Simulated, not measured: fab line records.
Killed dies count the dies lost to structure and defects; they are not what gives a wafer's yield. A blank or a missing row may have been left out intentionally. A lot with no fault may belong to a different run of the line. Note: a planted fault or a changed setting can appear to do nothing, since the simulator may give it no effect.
Which tool is to blame? ; flow n5-finfet ; Sampling: 15 lots, 45 wafers, 3 of 1938 route steps

## WHAT THE GAUGES READ, wafer by wafer
N5_BEOL_M8_THK_MEAS_01.
lot;measured;on;M8_ILD_THK (nm)
L578;day 9 05:30;film-metro-01;152.9 153.0 153.0
L579;day 9 07:55;film-metro-02;154.3 155.1 156.2
L580;day 9 12:31;film-metro-02;153.4 155.4 157.7
L582;day 10 04:15;film-metro-01;155.5 157.8 157.5
L584;day 10 16:00;film-metro-01;153.0 152.4 155.3
L583;day 10 18:49;film-metro-02;157.4 155.2 157.9
L590;day 12 07:16;film-metro-01;151.0 150.0 153.5
L592;day 12 22:36;film-metro-01;153.5 156.4 154.9
L594;day 12 23:43;film-metro-01;154.0 155.7 156.2
L596;day 13 04:13;film-metro-01;154.6 154.1 153.5
L593;day 13 05:37;film-metro-02;155.1 156.0 158.2
L597;day 14 06:05;film-metro-01;151.4 153.5 154.7
L600;day 15 03:33;film-metro-01;153.7 155.5 155.3
L599;day 15 09:04;film-metro-02;153.4 156.5 155.5
L601;day 15 14:34;film-metro-01;153.7 157.8 156.7

N5_BEOL_M8_OVL_MEAS_12.
lot;measured;on;M8_OVL (nm)
L578;day 9 06:33;overlay-02;0.5 0.6 0.5
L579;day 9 09:39;overlay-01;0.8 1.2 0.0
L580;day 9 15:05;overlay-01;1.4 0.9 0.7
L582;day 10 06:10;overlay-01;- - -
L584;day 10 16:38;overlay-02;- - -
L583;day 10 20:00;overlay-01;- - -
L590;day 12 08:14;overlay-02;1.1 0.9 1.2
L592;day 13 00:32;overlay-01;0.0 -0.2 0.1
L594;day 13 00:45;overlay-01;0.5 -0.2 0.1
L596;day 13 08:07;overlay-01;-0.6 -1.4 -1.2
L593;day 13 08:23;overlay-01;0.2 0.2 -0.4
L597;day 14 10:06;overlay-02;0.2 0.1 -0.1
L600;day 15 05:57;overlay-02;1.0 -1.2 -0.9
L599;day 15 10:16;overlay-01;-0.2 0.1 0.3
L601;day 15 15:34;overlay-02;1.6 0.6 0.3

## WHAT TOOL EACH LOT RAN ON (gives the tool, then ch and the chambers of the sampled wafers, and finally the start)
lot;N5_BEOL_M8_EXPOSE_08
L578;arfi-scanner-03 ch 0, day 9 06:24
L579;arfi-scanner-02 ch 0, day 9 09:29
L580;arfi-scanner-02 ch 0, day 9 14:55
L582;arfi-scanner-01, day 10 06:01
L584;arfi-scanner-02, day 10 16:28
L583;arfi-scanner-02, day 10 19:51
L590;arfi-scanner-02 ch 0, day 12 08:05
L592;arfi-scanner-03 ch 0, day 13 00:23
L594;arfi-scanner-02 ch 0, day 13 00:36
L596;arfi-scanner-01 ch 0, day 13 07:58
L593;arfi-scanner-03 ch 0, day 13 08:13
L597;arfi-scanner-03 ch 0, day 14 09:56
L600;arfi-scanner-02 ch 0, day 15 05:47
L599;arfi-scanner-02 ch 0, day 15 10:07
L601;arfi-scanner-03 ch 0, day 15 15:25
- N5_BEOL_M8_EXPOSE_08: exposes mask M8.

## AS READ BY THE TOOLS THEMSELVES (means over the sampled wafers that have a number; for cases with no such wafer, the mark the record gives instead)
N5_BEOL_M8_EXPOSE_08.
lot;tool;exposure-dose-mJ-cm2;reticle-temp-C (C)
L578;arfi-scanner-03;68.17;22.90
L579;arfi-scanner-02;68.27;23.01
L580;arfi-scanner-02;68.26;22.86
L582;arfi-scanner-01;-;-
L584;arfi-scanner-02;-;-
L583;arfi-scanner-02;-;-
L590;arfi-scanner-02;68.15;22.97
L592;arfi-scanner-03;68.17;22.96
L594;arfi-scanner-02;68.21;23.02
L596;arfi-scanner-01;68.18;23.05
L593;arfi-scanner-03;68.21;22.99
L597;arfi-scanner-03;68.15;22.92
L600;arfi-scanner-02;68.16;22.94
L599;arfi-scanner-02;68.15;23.01
L601;arfi-scanner-03;68.15;22.89

## THE ANSWER, worked out from the rows above alone
Rule: the lots themselves supply what counts as usual. Put in order of their means at a reading, lots are off if they are a third of the lots or fewer, leave a main group of 4 or more, and stand apart from it by a gap of 3 or more times the standard deviation of the main group's means; of several such gaps the widest counts. If all means in a main group match to the digits the tables above print for the reading, that group is not used. Also off: a lot with no number at a reading for which 4 or more lots have one. Any other lot the step has rows for is counted as sound. After the gauges, taken in route order, come the tools' own readings; for these a lot's mean is taken, as printed above. At the first step where some lot is off, the reading lying furthest off is the one used; lots without a number count as furthest.
Off: at N5_BEOL_M8_OVL_MEAS_12 (M8_OVL), L582, L584, L583. Without a number there: L582, L584, L583. The main group: mean 0.2 nm, standard deviation 0.59.
If a tool, at a process step before that reading, ran all the lots that are off and no sound lot after the first of them, it fits. Not tried: the gauges at N5_BEOL_M8_OVL_MEAS_12; whatever is off there is also off at N5_BEOL_M8_EXPOSE_08, on other tools, and gauge error can't account for it. Of those tried, none fits.

## WHAT THE SIMULATOR HAD INSERTED
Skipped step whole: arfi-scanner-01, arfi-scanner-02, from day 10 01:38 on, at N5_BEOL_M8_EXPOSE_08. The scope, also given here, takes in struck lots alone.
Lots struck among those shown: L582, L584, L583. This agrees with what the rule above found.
